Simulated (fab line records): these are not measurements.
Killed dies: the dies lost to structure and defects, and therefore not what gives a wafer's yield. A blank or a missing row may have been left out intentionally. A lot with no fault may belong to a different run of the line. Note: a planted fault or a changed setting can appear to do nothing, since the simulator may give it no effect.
fab line records | flow n5-finfet
record lots=14 wafers=37 last-day=17
route steps=1938 shown BEOL_M10@1491 MIM_BOT_LITHO@1863 PASSIVATION@1936
lots with no fault: from the same line, run without faults
start-h: hours from the record's first day to the start of the lot's first wafer shown | wait-h: hours from the lot's prior step to this one | " unchanged from the row above | L1.1+2: one row covering several wafers at once | - either no value or no given start | * or withheld: withheld | < > ~ a bound
route shown NAME@n: a module of which the file shows steps, and the number in the route of the first | usual: the fault-free wafers' mean and standard deviation | same: alike in all rows | chamber/n: place in a boat | sites: readings site by site | _std_site: the values' standard deviation | _edge_site: mean of outer sites minus mean of inner sites | radius-mm: how far each site lies from the wafer's centre | mask NAME#n: copy n | behind: tool/chamber where the wafer was last shaped | hold: why the lot went on hold/how many hours it stayed there/how the hold came to an end | device: the transistor (n, p or np) that didn't switch | end of line: tests of these same wafers at the route's end | a step given without rows: its recipe and nothing more | killed: not the wafer's yield, but the dies lost to structure and defects at the first sort | map: per-die view of a wafer (x killed, . not killed, _ where there is no die)
set.NAME: the setting as run; set.NAME@STEP: as run at that earlier step | model.NAME: the simulator's own value behind a step, which no gauge read
route steps across a sampled set of lots; one table per step, one row per wafer
services: when a tool's chamber went out of use (start-h, in hours from the record's first day, below 0 if earlier), for how many hours, and the reason
## steps
# step N5_BEOL_M10_HM_OPEN_17
# recipe chemistry=Cl2/BCl3 target-depth-a=200 overetch-a=60 target=TiN mask-material=SOC ion-energy-ev=150 pressure-mtorr=10 icp-w=1000 bias-w=126 Cl2_flow_sccm=53.25 bcl3-flow-sccm=21.75 Ar_flow_sccm=25
# usual drypump-motor-current-A=5.7/0.41 he-backside-leak-sccm=3.41/0.29 oes-product-au=0.69/0.08 throttle-valve-pct=22.31/0.19
# columns lot.wafer tool chamber start-h wait-h drypump-motor-current-A he-backside-leak-sccm oes-product-au rf-hours-counter-h throttle-valve-pct
L231.3 rie-metal-02 1 204.81 0.1 4.7 3.54 0.55 - 22.67
L231.4 " 0 " " 5.6 3.41 0.76 - 22.22
L231.5 " 1 " " 4.7 3.65 0.55 - 22.66
L232.1 rie-metal-03 1 217.67 0.0 6.0 3.25 0.77 12 22.05
L232.2 " 0 " " 6.1 3.15 0.60 85 22.50
L232.3 " 0 " " 6.0 3.28 0.60 - 22.51
L233.2 rie-metal-01 1 225.20 0.0 5.9 3.35 0.72 22 22.23
L233.3 " 0 " " 5.6 3.11 0.79 - 22.28
L233.6 " 0 " " 5.6 3.18 0.78 - 22.30
L235.1 rie-metal-01 0 232.13 0.0 5.6 3.15 0.79 7 22.30
L235.5 " 0 " " 5.6 3.18 0.79 - 22.28
L235.6 " 1 " " 5.9 3.27 0.72 - 22.25
L236.3 rie-metal-03 0 233.33 0.1 6.0 3.21 0.59 - 22.52
L236.4 " 1 " " 6.0 3.25 0.76 - 22.05
L236.5 " 0 " " 6.0 3.21 0.60 - 22.51
L238.2 rie-metal-03 0 258.96 0.0 6.0 3.40 0.60 89 22.52
L238.3 " 0 " " 6.0 3.27 0.59 - 22.52
L238.4 " 1 " " 6.0 3.59 0.75 - 22.05
L239.2 rie-metal-02 1 266.47 0.0 4.7 3.52 0.54 106 22.69
L239.3 " 1 " " 4.7 3.76 0.54 - 22.68
L239.6 " 1 " " 4.7 3.57 0.54 - 22.68
L240.1 rie-metal-01 0 277.58 0.0 5.6 3.19 0.77 11 22.30
L240.4 " 1 " " 5.8 3.44 0.70 - 22.27
L240.5 " 1 " " 5.8 3.62 0.71 - 22.26
L245.4 rie-metal-02 0 299.20 0.1 5.6 3.26 0.72 - 22.26
L246.6 rie-metal-02 0 307.76 0.1 5.6 3.27 0.72 - 22.27
L247.3 rie-metal-01 1 316.42 0.1 5.9 3.32 0.71 - 22.25
L247.5 " 0 " " 5.6 3.22 0.75 - 22.32
L248.1 rie-metal-03 0 319.40 0.0 6.0 3.27 0.59 93 22.53
L248.3 " 1 " " 6.0 3.39 0.73 - 22.07
L248.5 " 1 " " 6.1 3.40 0.74 - 22.06
L250.3 rie-metal-01 1 334.57 0.1 5.9 3.54 0.69 - 22.26
L250.5 " 0 " " 5.6 3.05 0.74 - 22.32
L250.6 " 1 " " 5.8 3.60 0.70 - 22.26
L253.1 rie-metal-03 1 350.09 0.0 6.0 3.61 0.73 24 22.08
L253.5 " 0 " " 6.0 3.21 0.59 - 22.52
L253.6 " 1 " " 6.0 3.55 0.72 - 22.09
# step N5_MIM_BOT_LITHO_OVL_MEAS_11
# recipe points-per-wafer=44
# usual MIM_BOT_OVL=1/5
# columns lot.wafer tool chamber start-h wait-h MIM_BOT_OVL[nm]
L231.3 overlay-02 0 255.03 0.0 -13
L231.4 " 0 " " -10
L231.5 " 0 " " -9
L232.1 overlay-01 0 265.06 0.0 1
L232.2 " 0 " " 1
L232.3 " 0 " " -2
L233.2 overlay-01 0 267.48 0.0 4
L233.3 " 0 " " 6
L233.6 " 0 " " -3
L235.1 overlay-01 0 276.36 0.0 -3
L235.5 " 0 " " -3
L235.6 " 0 " " 0
L236.3 overlay-02 0 281.68 0.0 3
L236.4 " 0 " " -1
L236.5 " 0 " " 2
L238.2 overlay-02 0 296.07 0.0 6
L238.3 " 0 " " 9
L238.4 " 0 " " 9
L239.2 overlay-01 0 305.08 0.0 -4
L239.3 " 0 " " -3
L239.6 " 0 " " 1
L240.1 overlay-02 0 319.69 0.0 2
L240.4 " 0 " " 3
L240.5 " 0 " " -1
L245.4 overlay-01 0 343.91 0.0 -1
L246.6 overlay-02 0 347.52 0.0 4
L247.3 overlay-02 0 354.49 0.0 -2
L247.5 " 0 " " 3
L248.1 overlay-01 0 361.69 0.0 3
L248.3 " 0 " " -6
L248.5 " 0 " " 7
L250.3 overlay-02 0 375.51 0.0 9
L250.5 " 0 " " 10
L250.6 " 0 " " 5
L253.1 overlay-01 0 396.05 0.0 -1
L253.5 " 0 " " 9
L253.6 " 0 " " 15
# step N5_PASSIVATION_PROBE_49
# usual killed_at_M0_to_M3=34/8.9 killed_at_M4_up=13/4.6 killed-at-contacts=12/5.5 killed-at-front-end=41/11 killed-at-other=3.1/2.9 killed-dies=102/16 killed-open=66/11 killed-short=34/7.6
# same gross-dies=1180 killed-at-back-side=0
# columns lot.wafer tool chamber start-h wait-h killed_at_M0_to_M3 killed_at_M4_up killed-at-contacts killed-at-front-end killed-at-other killed-dies killed-open killed-short
L235.1 prober-01 - 286.01 0.0 48 16 14 32 2 112 69 41
L235.5 prober-01 - 286.21 0.2 54 12 5 46 3 120 71 49
L235.6 prober-01 - 286.26 0.3 36 15 15 15 5 86 54 32
L236.3 prober-02 - 290.44 0.1 45 10 16 37 1 109 68 41
L236.4 prober-02 - 290.49 0.2 35 9 19 32 1 96 65 29
L236.5 prober-02 - 290.54 0.2 31 14 7 29 3 84 53 31
L238.2 prober-01 - 305.85 0.1 32 11 10 67 7 127 75 42
L238.3 prober-01 - 305.90 0.1 35 9 16 52 5 117 70 47
L238.4 prober-01 - 305.95 0.2 28 13 18 53 0 112 73 38
L239.6 prober-01 - 314.36 0.3 28 10 16 44 5 103 69 32
L240.1 prober-02 - 332.69 0.0 39 13 21 46 2 121 78 36
L240.4 prober-02 - 332.84 0.2 37 16 15 53 3 124 94 27
L240.5 prober-02 - 332.89 0.2 19 13 10 37 5 84 62 21
L245.4 prober-01 - 354.44 0.2 23 112 13 32 5 185 55 26
L246.6 prober-02 - 358.33 0.3 25 120 4 37 14 200 63 23
L247.3 prober-02 - 362.56 0.1 32 14 7 21 3 77 46 29
L247.5 prober-02 - 362.66 0.2 34 24 7 34 2 101 70 26
# killed by level:class
L235.1 BEOL_M0_SAQP:geometric-particle:open=13 BEOL_M0_SAQP:geometric-particle:short=11 MOL_CONTACT_COAG:geometric-particle:open=11 FIN_SAQP:geometric-particle:open=10 BEOL_M1:geometric-particle:short=8 BEOL_M4:geometric-particle:open=8 BEOL_M3:geometric-particle:open=7 FIN_SAQP:geometric-particle:short=6
L235.5 BEOL_M0_SAQP:geometric-particle:open=21 BEOL_M0_SAQP:geometric-particle:short=18 FIN_SAQP:geometric-particle:short=13 BEOL_M1:geometric-particle:open=9 STI_FIN_REVEAL:geometric-particle:open=7 FIN_SAQP:geometric-particle:open=6 MOL_CONTACT_COAG:geometric-particle:open=5 BEOL_M4:geometric-particle:open=5
L235.6 BEOL_M0_SAQP:geometric-particle:short=15 MOL_CONTACT_COAG:geometric-particle:open=14 BEOL_M5:geometric-particle:open=8 BEOL_M0_SAQP:geometric-particle:open=7 BEOL_M2:geometric-particle:open=4 STARTING-WAFER:geometric-particle:open=4 BEOL_M1:geometric-particle:open=3 BEOL_M3:geometric-particle:open=3
L236.3 BEOL_M1:geometric-particle:open=16 MOL_CONTACT_COAG:geometric-particle:open=13 GATE_CUT:geometric-particle:short=8 STI_FIN_REVEAL:geometric-particle:open=7 BEOL_M3:geometric-particle:open=7 FIN_SAQP:geometric-particle:open=5 FIN_SAQP:geometric-particle:short=5 BEOL_M0_SAQP:geometric-particle:short=5
L236.4 MOL_CONTACT_COAG:geometric-particle:open=16 BEOL_M3:geometric-particle:open=11 BEOL_M1:geometric-particle:open=11 BEOL_M3:geometric-particle:short=7 FIN_SAQP:geometric-particle:open=5 DUMMY_GATE:geometric-particle:open=5 STARTING-WAFER:geometric-particle:short=5 FIN_SAQP:geometric-particle:short=4
L236.5 FIN_SAQP:geometric-particle:open=6 BEOL_M2:geometric-particle:open=6 STI_FIN_REVEAL:geometric-particle:open=5 DUMMY_GATE:geometric-particle:open=5 BEOL_M0_SAQP:geometric-particle:short=5 BEOL_M1:geometric-particle:open=5 MOL_CONTACT_COAG:geometric-particle:open=4 BEOL_M3:geometric-particle:short=4
L238.2 STI_FIN_REVEAL:geometric-particle:open=15 DUMMY_GATE:geometric-particle:open=9 HKMG_FIN:area-etch=9 MOL_CONTACT_COAG:geometric-particle:open=8 FIN_SAQP:geometric-particle:short=7 BEOL_M0_SAQP:geometric-particle:short=7 BEOL_M1:geometric-particle:open=7 FIN_SAQP:geometric-particle:open=6
L238.3 STI_FIN_REVEAL:geometric-particle:open=22 BEOL_M0_SAQP:geometric-particle:short=16 BEOL_M0_SAQP:geometric-particle:open=13 MOL_CONTACT_COAG:geometric-particle:open=12 STI_FIN_REVEAL:geometric-particle:short=5 FIN_SAQP:geometric-particle:short=4 FIN_SAQP:geometric-particle:open=4 DUMMY_GATE:geometric-particle:open=4
L238.4 FIN_SAQP:geometric-particle:short=17 MOL_CONTACT_COAG:geometric-particle:open=16 FIN_SAQP:geometric-particle:open=14 BEOL_M0_SAQP:geometric-particle:short=9 STI_FIN_REVEAL:geometric-particle:open=6 BEOL_M2:geometric-particle:open=6 BEOL_M4:geometric-particle:open=6 BEOL_M0_SAQP:geometric-particle:open=4
L239.6 MOL_CONTACT_COAG:geometric-particle:open=12 STI_FIN_REVEAL:geometric-particle:open=9 FIN_SAQP:geometric-particle:open=7 BEOL_M3:geometric-particle:open=6 GATE_CUT:geometric-particle:open=5 BEOL_M2:geometric-particle:short=5 STI_FIN_REVEAL:geometric-particle:short=4 MOL_CONTACT_COAG:geometric-particle:short=4
L240.1 MOL_CONTACT_COAG:geometric-particle:open=19 FIN_SAQP:geometric-particle:open=11 BEOL_M0_SAQP:geometric-particle:short=11 BEOL_M3:geometric-particle:open=10 BEOL_M4:geometric-particle:open=8 FIN_SAQP:geometric-particle:short=7 HKMG_FIN:area-etch=7 STI_FIN_REVEAL:geometric-particle:open=6
L240.4 STI_FIN_REVEAL:geometric-particle:open=19 BEOL_M3:geometric-particle:open=16 FIN_SAQP:geometric-particle:open=15 MOL_CONTACT_COAG:geometric-particle:open=12 FIN_SAQP:geometric-particle:short=6 BEOL_M0_SAQP:geometric-particle:open=6 BEOL_M2:geometric-particle:open=5 BEOL_M5:geometric-particle:open=4
L240.5 FIN_SAQP:geometric-particle:short=10 MOL_CONTACT_COAG:geometric-particle:open=10 FIN_SAQP:geometric-particle:open=8 BEOL_M3:geometric-particle:open=7 STI_FIN_REVEAL:geometric-particle:open=5 DUMMY_GATE:geometric-particle:open=5 BEOL_M0_SAQP:geometric-particle:open=4 BEOL_M4:geometric-particle:open=4
L245.4 BEOL_M10:unspecified=103 MOL_CONTACT_COAG:geometric-particle:open=9 FIN_SAQP:geometric-particle:short=6 STI_FIN_REVEAL:geometric-particle:open=6 ILD0:geometric-particle:short=5 BEOL_M0:geometric-particle:open=5 BEOL_M2:geometric-particle:open=5 BEOL_M3:geometric-particle:open=5
L246.6 BEOL_M10:unspecified=112 STI_FIN_REVEAL:geometric-particle:open=8 DUMMY_GATE:geometric-particle:open=8 MIM_TOP_ETCH:geometric-particle:short=8 GATE_CUT:geometric-particle:open=7 BEOL_M0_SAQP:geometric-particle:open=7 STARTING-WAFER:geometric-particle:open=5 BEOL_M2:geometric-particle:open=4
L247.3 BEOL_M0_SAQP:geometric-particle:open=9 MOL_CONTACT_COAG:geometric-particle:open=7 BEOL_M0_SAQP:geometric-particle:short=7 BEOL_M4:geometric-particle:open=7 FIN_SAQP:geometric-particle:open=4 BEOL_M3:geometric-particle:open=4 FIN_SAQP:geometric-particle:short=3 BEOL_M1:geometric-particle:open=3
L247.5 BEOL_M4:geometric-particle:open=15 BEOL_M1:geometric-particle:open=11 STI_FIN_REVEAL:geometric-particle:open=7 FIN_SAQP:geometric-particle:open=6 MOL_CONTACT_COAG:geometric-particle:open=6 BEOL_M0_SAQP:geometric-particle:short=6 BEOL_M3:geometric-particle:open=5 GATE_CUT:geometric-particle:short=5
## services
# columns tool chamber start-h hours kind
rie-metal-03 - 259.59 0.7 repair
rie-metal-03 0 260.65 6.9 repair
rie-metal-01 0 269.93 3.0 repair
rie-metal-02 0 278.28 5.4 repair
rie-metal-03 - 291.48 2.8 pm
rie-metal-02 1 325.48 - clean
rie-metal-02 1 325.48 17.8 scheduled-down
rie-metal-02 1 325.48 17.8 vent-cycle
## key
first-sign step=N5_PASSIVATION_PROBE_49 reading=killed_at_M4_up direction=up sigmas=22 usual=13 struck=116
effect step=N5_PASSIVATION_PROBE_49 reading=killed-dies direction=up sigmas=5.7 usual=102 struck=192
more-kills-born-at N5_BEOL_M10_HM_OPEN_17@rie-metal-02=215
met-at N5_BEOL_M10_HM_OPEN_17
struck-lots L245,L246
struck-wafers L245.4,L246.6
tester-left-out L245,L246
not-acting-at N5_MIM_BOT_LITHO_OVL_MEAS_11
onset-between 204.81 299.20
earlier-fault kind=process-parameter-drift tool=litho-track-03 chamber=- onset-h=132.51 steps=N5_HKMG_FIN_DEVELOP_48 channel=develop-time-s offset=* shape=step acts-in=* stated=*
fault kind=chamber-particle-source tool=rie-metal-02 chamber=0 onset-h=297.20 steps=N5_BEOL_M10_HM_OPEN_17 rate-per-visit-cm2=0.66009
# tester-left-out: of these lots the tester's yield and bins aren't shown, on N5 and GAA mostly nor the transistor test; their killed dies are dies lost to structure and defects alone, not to doping, threshold or leakage, so they don't give the yield
